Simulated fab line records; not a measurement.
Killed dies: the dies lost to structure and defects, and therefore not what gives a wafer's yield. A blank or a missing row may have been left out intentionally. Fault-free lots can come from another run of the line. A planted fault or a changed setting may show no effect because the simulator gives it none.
Struck lot and sound lot, side by side / flow nand harc / 25 steps out of a route of 1302
Sound: the wafers L329.1, L329.2, L329.3. Struck: wafers L344.1, L344.2, L344.4. The cause is given at the end.
Per side, at each step with rows, come the tool, then ch with its chambers, and then its first start. Under that, the readings that differ: sound wafers / struck wafers / difference of the means / sigmas: that difference in standard deviations of wafers without a fault.
alike: readings with means less than 2 such deviations apart, plus words and numbers identical on both sides. not compared: withheld readings, readings lacking a value on some wafer, bounds such as >300 that could conceal the same value, and numbers that have no deviation in the record and whose values overlap.
The two part at a step that has a row with sigmas, a row that says differs or no value, or rows on one side only. Non-overlapping numbers with no deviation appear without sigmas and do not part them. Lack of a reading on every wafer of one side parts them only where that side has two or more wafers.

first, 5 steps without rows for these wafers: NHARC_A_SLIT_SOFTBAKE_04 (time 55 s); NHARC_A_SLIT_EBR_05; NHARC_A_SLIT_EXPOSE_06 (exposes mask SLIT); NHARC_A_SLIT_PEB_07 (peb time 65 s); NHARC_A_SLIT_DEVELOP_08 (develop time 35 s).
NHARC_A_SLIT_CD_MEAS_09: the cd target is 300 nm.
  sound on cd sem-01 ch 0, day 22 03:58; struck on cd sem-02 ch 0, day 28 06:15
  alike: cd nm
NHARC_A_SLIT_OVL_MEAS_10:
  sound: overlay-01 at day 22 04:04; struck: overlay-02 at day 28 06:20
  alike: overlay x nm, overlay y nm
NHARC_A_SLIT_INSPECT_11:
  sound: defect inspect-02 at day 22 04:05; struck: defect inspect-01 at day 28 06:23
  alike: raw defect count
then, 1 step without rows for these wafers: NHARC_A_SLIT_DESCUM_14 (chemistry O2, time 3 s).
NHARC_A_SLIT_ETCH_24: etches the open film in CF4/CHF3, target depth 121 nm, time 60.5 s.
  sound on rie diel-05 ch 0,1,3, day 22 04:14; struck on rie diel-02 ch 1,2,3, day 28 06:32
reading=oes product au (a.u.); sound=0.956 0.968 0.948; struck=0.921 0.915 0.913; difference=-0.041; sigmas=-2
reading=rf hours counter h (h); sound=7 7 6; struck=4 3 3; difference=-3; sigmas=
  alike: drypump motor current A, rf fwd power W, rf vpp V, showerhead plenum p Torr, throttle valve pct
NHARC_A_SLIT_ETCH_15: etches the open film in O2/COS, target depth 6200 nm, time 1612 s.
  sound: rie diel-05 ch 1,2,3; struck: rie diel-02 ch 1,2,3
reading=rf hours counter h (h); sound=8 6 7; struck=3 4 3; difference=-4; sigmas=
  alike: drypump motor current A, o2 flow sccm, oes product au, rf fwd power W, rf vpp V, showerhead plenum p Torr, throttle valve pct
NHARC_A_SLIT_ETCH_17: etches the open film in C4F8/O2/Ar, time 4254.5 s, target depth 20300 nm.
  sound on har etch-01 ch 0,1, day 22 05:25; struck on har etch-02 ch 0,1, day 28 07:41
  alike: drypump motor current A, o2 flow sccm, showerhead plenum p Torr, throttle valve pct
  not compared: rf hours counter h
NHARC_A_SLIT_ETCH_26: etches the open film in C4F8/O2/Ar, time 90 s, target depth 400 nm.
  sound on har etch-01 ch 0,1, day 22 09:05; struck on har etch-02 ch 0,1, day 28 11:20
  alike: drypump motor current A, o2 flow sccm, rf fwd power W, showerhead plenum p Torr, throttle valve pct
  not compared: rf hours counter h
then, 1 step without rows for these wafers: NHARC_A_SLIT_STRIP_28 (strips in O2/COS).
NHARC_A_SLIT_ETCH_29: etches the open film in CF4/O2, target depth 100 nm, overetch 10 nm, time 55 s.
  sound on rie diel-02 ch 1,2,3, day 22 09:58; struck on rie diel-02 ch 1,2,3, day 28 12:14
  alike: drypump motor current A, o2 flow sccm, oes product au, rf fwd power W, rf vpp V, showerhead plenum p Torr, throttle valve pct
  not compared: rf hours counter h
NHARC_A_SLIT_STRIP_18: strips in O2.
  sound: rie diel-02 ch 0,1,2; struck: rie diel-02 ch 0,1,3
  alike: drypump motor current A, o2 flow sccm, oes product au, rf vpp V, showerhead plenum p Torr, throttle valve pct
  not compared: rf hours counter h
then, 2 steps without rows for these wafers: NHARC_A_SLIT_PRECLEAN_19 (cleans in SC1); NHARC_A_SLIT_SRD_20.
NHARC_A_SLIT_CD_MEAS_21:
  sound: cd sem-03 at day 22 10:30; struck: cd sem-03 at day 28 12:46
  alike: cd nm
then, 3 steps without rows for these wafers: NHARC_A_SIN_REMOVE_WET_00 (chemistry H3PO4, time 15300 s); NHARC_A_SIN_REMOVE_PRECLEAN_01 (cleans in SC1); NHARC_A_SIN_REMOVE_SRD_02.
NHARC_A_SIN_REMOVE_INSPECT_04:
  sound: defect inspect-02 at day 22 22:03; struck: defect inspect-01 at day 28 19:26
reading=raw defect count; sound=316 286 333; struck=624 698 638; difference=+342; sigmas=+3
then, 1 step without rows for these wafers: NHARC_A_WL_FILL_ALD_00 (deposits Al2O3, target thk 3 nm, pulse time 3 s, ald cycles 30).
-- jump in the record: it breaks off in module A_WL_FILL and resumes in module END (first step shown: number 1302 of the route), and 4 days separate the struck wafers' starts before and after --
NHARC_END_SORT_01:
  here the record holds rows for the struck wafers (prober-02 ch 0, day 32 21:00) but none for the sound ones

WHERE THEY PART
Earliest at NHARC_A_SLIT_ETCH_24; latest, in this record, at NHARC_END_SORT_01.

WHY: what had been put in by the simulator
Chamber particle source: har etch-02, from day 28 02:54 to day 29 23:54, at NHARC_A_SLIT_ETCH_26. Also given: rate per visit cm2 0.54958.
